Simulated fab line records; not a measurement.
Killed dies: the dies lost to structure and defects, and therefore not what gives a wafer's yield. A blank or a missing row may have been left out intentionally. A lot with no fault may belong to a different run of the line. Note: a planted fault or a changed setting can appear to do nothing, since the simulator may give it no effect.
Which tool did it?	flow nand-harc	15 lots, 45 wafers sampled, at 2 steps of a route of 1159

WHAT THE GAUGES SHOWED, per wafer
NHARC_THIN_TSV_THK_MEAS_02: measures by ir. Usual: thk-nm reads 2981 nm (standard deviation 210).
lot	measured	on	thk-nm (nm)	flag
L393	day 18 06:23	film-metro-02	2839 2919 2766	
L394	day 18 16:29	film-metro-01	3145 3425 3287	
L395	day 18 17:40	film-metro-02	2729 2760 2875	
L396	day 18 23:56	film-metro-02	3026 3044 2813	
L398	day 19 04:28	film-metro-01	3057 2844 3020	
L405	day 21 09:17	film-metro-02	2836 3339 3030	
L406	day 21 08:04	film-metro-01	2847 2898 3050	
L407	day 21 10:30	film-metro-02	3200 3378 2983	
L408	day 22 17:34	film-metro-02	2881 2745 2706	
L410	day 22 22:13	film-metro-02	3227 3337 2913	
L411	day 22 23:24	film-metro-02	2957 2973 3025	
L414	day 23 22:46	film-metro-01	2642 2713 2953	
L412	day 24 05:53	film-metro-01	2948 3086 2802	
L415	day 24 07:05	film-metro-01	2827 3101 2658	
L416	day 24 12:20	film-metro-02	3208 3164 3064	

WHICH TOOL RAN EACH LOT (tool, then ch and the chambers of the sampled wafers, then the start)
lot	NHARC_A_BONDPAD_PVD_27
L393	pvd-sputter-01, day 18 06:23 or earlier
L394	pvd-sputter-01, day 18 16:29 or earlier
L395	pvd-sputter-01, day 18 17:40 or earlier
L396	pvd-sputter-03, day 18 23:56 or earlier
L398	pvd-sputter-01, day 19 04:28 or earlier
L405	pvd-sputter-01, day 21 09:17 or earlier
L406	pvd-sputter-03, day 21 08:04 or earlier
L407	pvd-sputter-03, day 21 10:30 or earlier
L408	pvd-sputter-01, day 22 17:34 or earlier
L410	pvd-sputter-02, day 22 22:13 or earlier
L411	pvd-sputter-03, day 22 23:24 or earlier
L414	pvd-sputter-01, day 23 22:46 or earlier
L412	pvd-sputter-01, day 24 05:53 or earlier
L415	pvd-sputter-02, day 24 07:05 or earlier
L416	pvd-sputter-03, day 24 12:20 or earlier
- NHARC_A_BONDPAD_PVD_27: deposits Cu, target thk 30 nm, time 20.49 s.

AS READ BY THE TOOLS THEMSELVES (means over the sampled wafers that have a number; for cases with no such wafer, the mark the record gives instead)
NHARC_A_BONDPAD_PVD_27. Usual: chamber-pressure-pa 4.999 Pa, standard deviation 0.0095; throttle-valve-pct 29.7 %, standard deviation 0.96.
lot	tool	chamber-pressure-pa (Pa)	throttle-valve-pct (%)	flag
L393	pvd-sputter-01	4.997	29.8	
L394	pvd-sputter-01	5.003	30.0	
L395	pvd-sputter-01	4.991	30.1	
L396	pvd-sputter-03	4.995	29.1	
L398	pvd-sputter-01	5.012	29.9	
L405	pvd-sputter-01	4.996	30.1	
L406	pvd-sputter-03	5.000	29.2	
L407	pvd-sputter-03	5.000	29.8	
L408	pvd-sputter-01	4.994	29.9	
L410	pvd-sputter-02	5.004	30.5	
L411	pvd-sputter-03	4.995	29.5	
L414	pvd-sputter-01	4.999	30.2	
L412	pvd-sputter-01	5.000	29.9	
L415	pvd-sputter-02	4.995	29.1	
L416	pvd-sputter-03	5.006	28.9	

THE ANSWER, worked out from the rows above alone
Rule: a lot counts as off when the mean over its wafers that have a number is more than 3 standard deviations away from the usual mean. A lot without any number at a reading at which 4 lots or more have one is off too. The other lots that the step has rows for count as sound. The gauges are gone through in route order, then the tools' own readings, and for those a lot's mean is taken as printed above. At the first step where some lot is off, the reading lying furthest off is the one used; lots without a number count as furthest.
Nothing can be told from this: no lot is off at any reading shown.

WHAT THE SIMULATOR PUT IN
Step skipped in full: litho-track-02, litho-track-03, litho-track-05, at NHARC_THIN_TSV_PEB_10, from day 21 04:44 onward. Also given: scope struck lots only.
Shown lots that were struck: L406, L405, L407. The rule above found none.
